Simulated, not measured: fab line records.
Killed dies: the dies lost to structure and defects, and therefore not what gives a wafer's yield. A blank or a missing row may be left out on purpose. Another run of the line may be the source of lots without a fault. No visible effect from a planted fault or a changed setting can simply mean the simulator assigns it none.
fab line records | flow n5Finfet
record: lots: 5 wafers: 14 lastDay: 17
route steps=1938 shown ZERO_LAYER@12 WELL_APT@20
lots with no fault: from the same line, run without faults
startH: the number of hours between the record's first day and the start of the first shown wafer of the lot | waitH: how many hours have passed since the lot's step before this one | " unchanged from the row above | L1.1+2: one row covering several wafers at once | - no value, or no start given | * or withheld: withheld | < > ~ a bound
route shown NAME@n: names a module that has steps shown in the file, with the first one's number in the route | usual: average and standard deviation across the fault-free wafers | same: alike in all rows | chamber/n: place in a boat | sites: per-site readings | _std_site: how widely they spread, as a standard deviation | _edge_site: the outer-site mean with the inner-site mean subtracted | radiusMm: how far each site lies from the wafer's centre | mask NAME#n: copy n | behind: the last tool/chamber to shape the wafer | hold: reason for holding the lot/hours on hold/outcome of the hold | device: whichever transistor did not switch (one of n, p or np) | end of line: the same wafers' tests at the end of the route | where a step has no rows: the recipe by itself | killed: count of dies lost to structure and defects at first sort (not the wafer's yield) | map: a wafer's dies, x killed, . not, _ none there
set.NAME: the setting the step ran with; set.NAME@STEP: the setting that earlier step ran with | model.NAME: the simulator's own value behind a step, which no gauge read
a table for each step, a row for each wafer; lots at some steps of the route
services: the hour from which a tool's chamber was out of use, counted from the record's first day as startH (under 0 if before that day), plus the number of hours and why
== steps ==
step: N5_ZERO_LAYER_HARDBAKE_23
recipe: tempC: 130 timeS: 120
step: N5_ZERO_LAYER_CD_MEAS_11
recipe: targetCdNm: 2000 landingEnergyEv: 500 detector: seInlens
usual: cdNm: 1999.8/2.2
columns lot.wafer tool chamber startH waitH cdNm
L929.1 cdSem-02 0 12.64 - 2001.5
L929.4 " 0 " " 2003.1
L929.6 " 0 " " 1998.4
L931.3 cdSem-01 0 24.79 - 1996.4
L931.4 " 0 " " 1999.1
L931.6 " 0 " " 1997.9
L939.1 cdSem-02 0 72.64 - 1998.7
L939.5 " 0 " " 1996.6
L945.1 cdSem-01 0 108.77 - 1999.4
L945.2 " 0 " " 1995.7
L945.6 " 0 " " 1996.7
L950.2 cdSem-01 0 138.79 - 2000.7
L950.4 " 0 " " 1998.8
L950.5 " 0 " " 1999.5
step: N5_ZERO_LAYER_DESCUM_16
recipe: chemistry: O2 timeS: 7.9 sourcePowerW: 50 biasPowerW: 20 pressureMtorr: 20 rfFrequencyHz: 2.712e+07 tempC: 40 o2FlowSccm: 225
usual: chamberPressureMTorr: 20.000/0.021 drypumpMotorCurrentA: 5.8/0.4 oesProductAu: 0.79/0.075 rfFwdPowerW: 49.40/0.21 rfVppV: 243.1/1.4 showerheadPlenumPTorr: 2.09/0.071 throttleValvePct: 20.44/0.19
columns lot.wafer tool chamber startH waitH chamberPressureMTorr drypumpMotorCurrentA oesProductAu rfFwdPowerW rfHoursCounterH rfVppV showerheadPlenumPTorr throttleValvePct
L929.1 rieDiel-05 3 12.68 0.0 20.006 6.2 0.76 49.25 171 243.3 2.16 20.25
L929.4 " 1 " " 19.969 6.1 0.85 49.36 57 241.2 2.05 20.48
L929.6 " 1 " " 19.995 6.1 0.85 49.53 - 243.1 2.05 20.47
L931.3 rieDiel-04 1 24.83 0.0 20.003 5.8 0.99 49.10 1 245.2 2.23 20.41
L931.4 " 2 " " 19.970 5.5 0.69 49.50 221 242.1 1.98 20.37
L931.6 " 0 " " 20.001 5.1 0.80 49.73 - 243.1 2.10 20.26
L939.1 rieDiel-05 1 72.68 0.0 20.005 6.1 0.82 49.62 76 242.2 2.04 20.48
L939.5 " 0 " " 20.023 5.9 0.69 49.30 - 243.0 2.16 20.76
L945.1 rieDiel-04 3 108.81 0.0 19.990 5.7 0.69 49.48 226 241.1 2.00 20.66
L945.2 " 0 " " 20.013 5.1 0.78 49.56 133 242.5 2.10 20.30
L945.6 " 3 " " 20.010 5.7 0.69 49.24 - 240.8 2.00 20.66
L950.2 rieDiel-05 3 138.83 0.0 19.987 6.2 0.73 49.43 209 244.3 2.14 20.32
L950.4 " 1 " " 19.991 6.1 0.79 49.56 - 241.3 2.03 20.52
L950.5 " 2 " " 19.982 5.3 0.81 49.09 - 244.1 2.12 20.62
step: N5_ZERO_LAYER_ETCH_17
recipe: chemistry: CF4 target: SiO2 targetDepthA: 120 timeS: 13.3 ionEnergyEv: 350 pressureMtorr: 40 sourceW: 450 biasW: 215 Ar_flow_sccm: 100 cf4FlowSccm: 100
usual: chamberPressureMTorr: 40.01/0.037 drypumpMotorCurrentA: 5.8/0.4 mfcArSccm: 99.98/0.27 oesProductAu: 0.78/0.077 rfFwdPowerW: 446.4/1.6 rfVppV: 949/4.6 showerheadPlenumPTorr: 2.15/0.069 throttleValvePct: 15.67/0.14
columns lot.wafer tool chamber startH waitH chamberPressureMTorr drypumpMotorCurrentA mfcArSccm oesProductAu rfFwdPowerW rfHoursCounterH rfVppV showerheadPlenumPTorr throttleValvePct
L929.1 rieDiel-05 3 12.71 0.0 40.00 6.2 100.08 0.76 448.6 171 954 2.22 15.68
L929.4 " 1 " " 40.00 6.1 99.51 0.84 448.9 57 945 2.10 15.65
L929.6 " 1 " " 40.04 6.1 100.05 0.86 446.4 - 947 2.10 15.68
L931.3 rieDiel-04 1 24.86 0.0 40.05 5.8 99.88 0.98 446.2 1 957 2.29 15.54
L931.4 " 2 " " 39.96 5.6 100.12 0.69 446.0 221 941 2.04 15.74
L931.6 " 0 " " 40.01 5.1 100.63 0.81 447.9 - 949 2.15 15.50
L939.1 rieDiel-05 1 72.71 0.0 39.95 6.1 100.40 0.83 448.0 76 945 2.10 15.70
L939.5 " 0 " " 40.09 5.9 100.41 0.67 446.5 - 953 2.20 15.92
L945.1 rieDiel-04 3 108.85 0.0 39.95 5.7 99.83 0.69 448.9 226 942 2.03 15.77
L945.2 " 0 " " 39.90 5.1 99.62 0.79 446.1 133 949 2.15 15.55
L945.6 " 3 " " 40.00 5.7 99.86 0.69 447.3 - 943 2.03 15.78
L950.2 rieDiel-05 3 138.86 0.0 40.01 6.2 99.77 0.73 446.6 209 953 2.21 15.74
L950.4 " 1 " " 40.01 6.1 99.87 0.81 447.8 - 943 2.09 15.72
L950.5 " 2 " " 40.00 5.3 99.84 0.80 443.5 - 950 2.15 15.78
step: N5_ZERO_LAYER_ETCH_18
recipe: chemistry: HBr/Cl2 target: Si targetDepthA: 1200 timeS: 40 pressureMtorr: 10 icpW: 800 biasW: 75 HBr_flow_sccm: 150 Cl2_flow_sccm: 80
usual: chamberPressureMTorr: 9.999/0.009 drypumpMotorCurrentA: 5.6/0.49 oesProductAu: 0.993/0.013 rfFwdPowerW: 796.1/2.7 throttleValvePct: 36.2/0.31
columns lot.wafer tool chamber startH waitH chamberPressureMTorr drypumpMotorCurrentA oesProductAu rfFwdPowerW rfHoursCounterH throttleValvePct
L929.1 rieSi-06 1 12.79 0.0 10.005 4.9 1.000 799.8 29 35.8
L929.4 " 3 " " 10.013 5.2 0.991 800.1 101 36.4
L929.6 " 3 " " 9.987 5.3 0.998 792.0 - 36.4
L931.3 rieSi-06 3 24.94 0.0 9.992 5.3 1.001 798.0 101 36.4
L931.4 " 1 " " 10.002 4.9 1.002 796.5 29 35.8
L931.6 " 3 " " 10.000 5.3 1.007 794.8 - 36.4
L939.1 rieSi-06 1 72.79 0.0 9.994 4.9 0.999 795.7 30 35.8
L939.5 " 0 " " 9.983 5.5 1.007 798.9 - 36.4
L945.1 rieSi-05 0 108.92 0.0 10.004 6.3 1.000 790.3 6 36.2
L945.2 " 1 " " 9.987 6.4 0.969 795.3 64 35.7
L945.6 " 2 " " 10.003 5.7 0.963 800.8 - 36.3
L950.2 rieSi-05 1 138.94 0.0 10.010 6.4 0.976 795.5 64 35.7
L950.4 " 3 " " 10.002 5.9 0.990 793.8 66 36.3
L950.5 " 0 " " 10.016 6.4 1.005 793.8 - 36.2
step: N5_ZERO_LAYER_STRIP_24
recipe: chemistry: O2 powerW: 1000 tempC: 250 overashFraction: 0.3 pressureMtorr: 1000 o2FlowSccm: 6750
usual: chamberPressureMTorr: 1000.0/0.93 drypumpMotorCurrentA: 5.7/0.52 heaterPowerW: 352/9.2 oesProductAu: 0.646/0.0042 stripTimeToEndpointS: 43.88/0.088
columns lot.wafer tool chamber startH waitH chamberPressureMTorr drypumpMotorCurrentA heaterPowerW oesProductAu rfHoursCounterH stripTimeToEndpointS
L929.1 plasmaAsher-01 0 12.95 0.1 998.5 6.4 346 0.644 75 43.98
L929.4 " 1 " " 999.3 6.0 342 0.641 - 43.99
L929.6 " 1 " " 1000.3 6.0 352 0.647 - 43.93
L931.3 plasmaAsher-01 1 25.06 0.1 998.1 6.0 358 0.647 - 44.00
L931.4 " 0 " " 998.2 6.4 337 0.648 - 44.02
L931.6 " 1 " " 1000.7 6.0 341 0.646 - 43.99
L939.1 plasmaAsher-01 1 72.89 0.1 999.9 6.0 345 0.647 88 43.96
L939.5 " 0 " " 1002.3 6.4 340 0.648 - 43.96
L945.1 plasmaAsher-02 1 109.03 0.1 1001.1 5.2 352 0.646 42 44.01
L945.2 " 0 " " 997.2 5.3 358 0.643 42 43.88
L945.6 " 1 " " 1000.3 5.2 359 0.646 - 43.90
L950.2 plasmaAsher-01 1 139.04 0.1 999.9 6.0 350 0.642 101 43.81
L950.4 " 0 " " 1001.7 6.4 338 0.644 - 43.81
L950.5 " 0 " " 999.4 6.4 343 0.650 - 43.92
step: N5_ZERO_LAYER_STRIP_19
recipe: chemistry: SPM timeS: 900 tempC: 130 h2so4H2o2VolRatio: 4 dry: ipaMarangoni
step: N5_ZERO_LAYER_INSPECT_20
recipe: inspectInstrument: darkfield mode: postClean
usual: rawDefectCount: 34/15
columns lot.wafer tool chamber startH waitH rawDefectCount
L929.1 defectInspect-01 - 13.31 0.0 48
L929.4 " - " " 54
L929.6 " - " " 25
L931.3 defectInspect-02 - 25.40 0.0 42
L931.4 " - " " 20
L931.6 " - " " 28
L939.1 defectInspect-02 - 73.25 0.0 33
L939.5 " - " " 37
L945.1 defectInspect-02 - 109.39 0.0 52
L945.2 " - " " 29
L945.6 " - " " 29
L950.2 defectInspect-01 - 139.40 0.0 26
L950.4 " - " " 19
L950.5 " - " " 31
step: N5_WELL_APT_HMDS_01
recipe: timeS: 60 tempC: 120
step: N5_WELL_APT_COAT_02
recipe: spinRpm: 1357 resistThkNm: 950
step: N5_WELL_APT_EBR_04
recipe: solvent: PGMEA ebrWidthMm: 1.5
step: N5_WELL_APT_SOFTBAKE_03
recipe: tempC: 130 timeS: 60
step: N5_WELL_APT_EXPOSE_05
recipe: maskId: NWELL na: 0.8 sourceShape: conventional sigmaOuter: 0.8 polarization: unpolarized defocusNm: 0 targetCdNm: 200 doseMj: 20.3
same: sigmaOuter: 0.8
columns lot.wafer tool chamber startH waitH mask
L929.1+4+6 krfScanner-02 0 13.57 - NWELL#0
L931.3+4+6 krfScanner-01 0 25.54 - NWELL#0
L939.1+5 krfScanner-02 0 73.38 - NWELL#0
L945.1+2+6 krfScanner-01 0 109.64 - NWELL#0
L950.2+4+5 krfScanner-01 0 139.66 - NWELL#0
step: N5_WELL_APT_PEB_06
recipe: pebTempC: 130 pebTimeS: 90
step: N5_WELL_APT_DEVELOP_07
recipe: developTimeS: 45 rinseLiquid: surfactantRinse dry: airSpin devTempC: 21
step: N5_WELL_APT_HARDBAKE_12
recipe: tempC: 130 timeS: 120
step: N5_WELL_APT_CD_MEAS_08
recipe: targetCdNm: 200 landingEnergyEv: 500 detector: seInlens
usual: cdNm: 200.1/1.6
columns lot.wafer tool chamber startH waitH cdNm
L929.1 cdSem-01 0 13.74 - 200.3
L929.4 " 0 " " 200.1
L929.6 " 0 " " 200.9
L931.3 cdSem-03 0 25.71 - 200.9
L931.4 " 0 " " 199.5
L931.6 " 0 " " 200.0
L939.1 cdSem-03 0 73.56 - 191.6
L939.5 " 0 " " 195.6
L945.1 cdSem-02 0 109.82 - 200.4
L945.2 " 0 " " 200.2
L945.6 " 0 " " 202.9
L950.2 cdSem-02 0 139.83 - 199.7
L950.4 " 0 " " 199.7
L950.5 " 0 " " 198.8
step: N5_WELL_APT_OVL_MEAS_09
recipe: pointsPerWafer: 44
usual: NWELL_OVL: 1/5.6
columns lot.wafer tool chamber startH waitH NWELL_OVL[nm]
L929.1 overlay-02 0 13.77 0.0 -4
L929.4 " 0 " " 1
L929.6 " 0 " " -5
L931.3 overlay-01 0 25.74 0.0 7
L931.4 " 0 " " 4
L931.6 " 0 " " 7
L939.1 overlay-02 0 73.59 0.0 0
L939.5 " 0 " " -11
L945.1 overlay-02 0 109.85 0.0 2
L945.2 " 0 " " 7
L945.6 " 0 " " 10
L950.2 overlay-02 0 139.86 0.0 6
L950.4 " 0 " " 6
L950.5 " 0 " " 5
step: N5_WELL_APT_INSPECT_10
recipe: mode: adi inspectInstrument: macro
usual: rawDefectCount: 2.0/1.4
columns lot.wafer tool chamber startH waitH rawDefectCount
L929.1 defectInspect-02 - 13.79 0.0 4
L929.4 " - " " 0
L929.6 " - " " 1
L931.3 defectInspect-02 - 25.76 0.0 2
L931.4 " - " " 1
L931.6 " - " " 0
L939.1 defectInspect-01 - 73.61 0.0 5
L939.5 " - " " 3
L945.1 defectInspect-01 - 109.87 0.0 2
L945.2 " - " " 4
L945.6 " - " " 0
L950.2 defectInspect-01 - 139.88 0.0 1
L950.4 " - " " 2
L950.5 " - " " 1
step: N5_WELL_APT_DESCUM_13
recipe: chemistry: O2 timeS: 7.9 sourcePowerW: 50 biasPowerW: 20 pressureMtorr: 20 rfFrequencyHz: 2.712e+07 tempC: 40 o2FlowSccm: 225
usual: chamberPressureMTorr: 19.998/0.018 drypumpMotorCurrentA: 5.7/0.31 oesProductAu: 0.77/0.061 rfFwdPowerW: 49.62/0.2 rfVppV: 243.3/1.5 showerheadPlenumPTorr: 2.10/0.083 throttleValvePct: 20.43/0.22
columns lot.wafer tool chamber startH waitH chamberPressureMTorr drypumpMotorCurrentA oesProductAu rfFwdPowerW rfHoursCounterH rfVppV showerheadPlenumPTorr throttleValvePct model.WELL_APT.cdNm
L929.1 rieDiel-06 0 13.83 0.0 20.012 5.8 0.78 49.28 114 245.2 2.19 20.44 200.3
L929.4 " 2 " " 19.985 6.3 0.74 49.44 196 240.0 1.98 20.59 200.1
L929.6 " 0 " " 19.990 5.8 0.79 49.48 - 246.7 2.19 20.43 201
L931.3 rieDiel-02 2 25.87 0.1 20.019 5.4 0.76 49.48 173 242.5 2.07 20.18 201
L931.4 " 1 " " 19.980 5.8 0.75 49.61 161 243.5 2.18 20.59 199.2
L931.6 " 0 " " 19.992 5.6 0.74 49.55 - 243.0 2.10 20.35 200.2
L939.1 rieDiel-03 2 73.82 0.2 19.963 6.1 0.73 49.83 187 243.3 2.07 20.19 191.7
L939.5 " 0 " " 19.975 5.6 0.81 49.54 - 241.1 2.00 20.30 195.9
L945.1 rieDiel-02 1 109.92 0.0 20.001 5.9 0.73 49.67 188 243.1 2.17 20.61 200.1
L945.2 " 2 " " 19.974 5.4 0.74 49.57 198 244.3 2.06 20.20 200.2
L945.6 " 1 " " 20.004 5.9 0.73 49.63 - 243.1 2.17 20.63 202.8
L950.2 rieDiel-02 1 140.00 0.1 20.002 5.9 0.73 49.54 199 244.7 2.16 20.64 199.6
L950.4 " 0 " " 20.007 5.6 0.69 49.40 203 242.3 2.09 20.39 199.7
L950.5 " 3 " " 20.029 5.6 0.74 49.50 - 244.2 2.08 20.86 198.7
step: N5_WELL_APT_IMPLANT_14
recipe: species: P energyKev: 160 doseCm2: 1.5e+13 tiltDeg: 0 rotationDeg: 0
== services ==
columns tool chamber startH hours kind
rieDiel-05 0 -5.69 2.6 repair
rieSi-06 - -3.63 14.6 pm
rieSi-05 1 -3.46 3.0 repair
plasmaAsher-02 - 5.13 14.6 pm
krfScanner-01 - 11.13 0.3 repair
rieDiel-05 3 36.92 2.7 repair
krfScanner-01 - 39.95 1.3 pm
krfScanner-02 - 49.95 2.2 repair
rieSi-06 3 50.66 8.2 repair
krfScanner-01 - 53.50 0.8 pm
rieDiel-04 1 56.27 4.2 repair
rieDiel-02 - 58.78 1.6 repair
rieDiel-05 - 60.59 0.6 repair
rieDiel-02 2 69.19 10.5 repair
rieDiel-04 0 80.56 7.8 repair
krfScanner-02 - 82.37 0.8 pm
krfScanner-01 - 93.11 0.6 repair
rieSi-06 3 110.16 8.1 repair
rieSi-06 - 110.21 2.8 pm
krfScanner-01 - 118.26 1.0 pm
rieDiel-06 3 119.33 22.6 repair
rieDiel-05 0 123.19 - clean
rieDiel-05 1 126.84 5.4 repair
krfScanner-02 - 129.70 1.0 pm
== key ==
firstSign: step: N5_WELL_APT_CD_MEAS_08 reading: cdNm direction: down sigmas: 5.2 usual: 200.1 struck: 191.6
effect none on later readings
modelEffect: step: N5_WELL_APT_DESCUM_13 value: WELL_APT.cdNm without: 197.2 struck: 191.7
metAt N5_WELL_APT_EXPOSE_05
struckWafers L939.1
testerLeftOut L939
onsetBetween 13.57 73.38
fault: kind: processParameterDrift tool: krfScanner-02 chamber: - onsetH: 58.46 steps: N5_WELL_APT_EXPOSE_05 channel: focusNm offset: 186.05 shape: step endH: 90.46 scope: struckWafersOnly
testerLeftOut: of these lots the tester's yield and bins aren't shown, on N5 and GAA mostly nor the transistor test; their killed dies are dies lost to structure and defects alone, not to doping, threshold or leakage, so they don't give the yield
